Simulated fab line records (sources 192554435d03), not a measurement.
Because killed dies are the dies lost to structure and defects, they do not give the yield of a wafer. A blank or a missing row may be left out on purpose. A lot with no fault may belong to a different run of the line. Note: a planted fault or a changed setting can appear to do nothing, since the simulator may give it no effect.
Chamber matching + flow n5_finfet + pecvd-03 running N5_BEOL_M6_DEP_56: 3 sister chambers
The step deposits SiCN from 3MS/NH3, target thk 10 nm, time 17.5 s. 3 wafers are shown with their chamber, then 11 later ones without.

## WAFERS PAIRED WITH THEIR CHAMBERS
| wafer  | chamber | throttle_valve_pct (%) |
|--------|---------|------------------------|
| L092.1 | 1       | 9.2                    |
| L092.2 | 0       | 9.3                    |
| L094.1 | 2       | 8.4                    |

## WAFERS WHOSE CHAMBER IS MISSING
| wafer  | throttle_valve_pct (%) |
|--------|------------------------|
| L094.5 | 9.3                    |
| L094.6 | 9.3                    |
| L093.1 | 8.9                    |
| L093.4 | 8.5                    |
| L093.5 | 9.4                    |
| L089.1 | 9.5                    |
| L089.2 | 8.4                    |
| L089.3 | 9.4                    |
| L096.3 | 8.6                    |
| L096.4 | 8.6                    |
| L096.6 | 9.5                    |

## WHICH CHAMBER EACH WENT THROUGH
| wafer  | from the rows above          | in truth |
|--------|------------------------------|----------|
| L094.5 | can't be placed: 0 or 1      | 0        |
| L094.6 | can't be placed: 0 or 1      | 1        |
| L093.1 | can't be placed: 1 or 0 or 2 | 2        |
| L093.4 | 2                            | 2        |
| L093.5 | can't be placed: 0 or 1      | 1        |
| L089.1 | can't be placed: 0 or 1      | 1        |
| L089.2 | 2                            | 2        |
| L089.3 | can't be placed: 0 or 1      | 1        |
| L096.3 | 2                            | 2        |
| L096.4 | 2                            | 2        |
| L096.6 | can't be placed: 0 or 1      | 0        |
Placed correctly: 4 of 11. Unplaceable from these rows: 7, with the true chamber sitting among the candidates in 7. 0 placed wrongly.
How it was worked out, from the rows above alone: a wafer's distance from a chamber is the root of the sum, over the readings, of the square of ((its reading less the chamber's mean) divided by the reading's scatter). If the next closest chamber is less than 2 further off than the closest, the wafer can't be placed; otherwise it belongs to the closest. The mean given for a chamber averages the wafers shown for that chamber. The scatter: root of mean squared gap, hidden wafer to nearest shown wafer, with one shown wafer a chamber.
